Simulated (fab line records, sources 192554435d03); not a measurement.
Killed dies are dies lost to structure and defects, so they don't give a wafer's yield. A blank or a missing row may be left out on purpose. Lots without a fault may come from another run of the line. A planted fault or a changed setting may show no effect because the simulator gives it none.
Split-lot experiment | flow n5_finfet | 7 lots, 21 wafers read, on a route of 1938 steps

THE SPLIT
At N5_BEOL_M14_TRENCH_ETCH_34 (etches SiO2 in C4F8/O2/Ar, target depth 556.65 nm, time 126.9 s), the setting bias_w was moved away from the recipe's 2040 W on 10 of the 21 wafers read, by -14.9% to +9.0%. The other wafers ran this setting at the recipe's value.

The reading is taken at the split's own step.

THE READING
rf_vpp_V, in V, at N5_BEOL_M14_TRENCH_ETCH_34 (etches SiO2 in C4F8/O2/Ar, target depth 556.65 nm, time 126.9 s). Fault-free wafers of this fab line usually give 2223 V, standard deviation 33 V.

wafer  | tool, chamber at the split | bias_w as run, W | against the recipe | rf_vpp_V, V | against lot-mates on the recipe
L079.2 | rie_diel-03, 1             | 2224             | +9.0%              | 2415        | no lot-mate on the recipe
L079.5 | rie_diel-03, 1             | 2224             | +9.0%              | 2413        | no lot-mate on the recipe
L079.6 | rie_diel-03, 2             | 2224             | +9.0%              | 2366        | no lot-mate on the recipe
L080.1 | rie_diel-06, 2             | 2040             | recipe             | 2253        | -
L080.5 | rie_diel-06, 0             | 1737             | -14.9%             | 1947        | -306
L080.6 | rie_diel-06, 2             | 1737             | -14.9%             | 2009        | -244
L083.1 | rie_diel-03, 0             | 2040             | recipe             | 2228        | -
L083.2 | rie_diel-03, 1             | 1825             | -10.5%             | 2101        | -128
L083.4 | rie_diel-03, 2             | 2040             | recipe             | 2229        | -
L088.2 | rie_diel-03, 2             | 2142             | +5.0%              | 2305        | +77
L088.3 | rie_diel-03, 0             | 2040             | recipe             | 2228        | -
L088.5 | rie_diel-03, 2             | 2040             | recipe             | 2228        | -
L092.2 | rie_diel-01, 1             | 2040             | recipe             | 2230        | -
L092.5 | rie_diel-01, 1             | 2040             | recipe             | 2231        | -
L092.6 | rie_diel-01, 0             | 2040             | recipe             | 2223        | -
L095.1 | rie_diel-06, 2             | 1889             | -7.4%              | 2131        | -84
L095.3 | rie_diel-06, 1             | 2040             | recipe             | 2178        | -
L095.6 | rie_diel-06, 2             | 2040             | recipe             | 2251        | -
L097.2 | rie_diel-03, 2             | 2040             | recipe             | 2226        | -
L097.3 | rie_diel-03, 1             | 1945             | -4.7%              | 2197        | -29
L097.6 | rie_diel-03, 1             | 1945             | -4.7%              | 2197        | -29

THE FIT
A straight line over all 21 wafers: rf_vpp_V changes by +16.3 V for each +1% of bias_w; r = +0.97; the points scatter about the line by 27 V.
The same after taking each lot's own level away (the mean of its wafers on the recipe; 18 wafers): +16.5 V for each +1%; r = +0.95; scatter 30 V.
On that fit, the largest move of bias_w shifts the reading by 2.4e+02 V.
The lots' own levels span 2214.5 to 2253.0 V, that is 1.2 times the standard deviation above.
So the lot-to-lot level changes the slope little: the two slopes agree.
Check: with one of the wafers moved furthest among these (-14.9%) left out of the fit, the line predicts -205 V for it against its lot-mates. It came out at -306 V against them.
Tool readings at the split's step, against how far the setting was moved: rf_vpp_V r = +0.97.

OTHER SPLITS ON THESE WAFERS
These wafers also went through other splits before the reading. Each is held against what the fit with the lots' levels taken away leaves over:
other split on the same wafers   | wafers away from the commonest value | r with rf_vpp_V (lot level and that fit taken away)
N5_BEOL_M11_COAT_59 spin_rpm     | 10                                   | -0.16
N5_BEOL_M12_COAT_04 spin_rpm     | 5                                    | -0.20
N5_BEOL_M12_ETCH_59 h2_flow_sccm | 10                                   | -0.19
N5_BEOL_M13_ETCH_68 time_s       | 7                                    | -0.15
N5_BEOL_M14_PEB_26 peb_temp_c    | 8                                    | +0.44

THE FILE'S OWN FIT
rf_vpp_V changes by +15.2 V for each +1% of bias_w, r = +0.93.
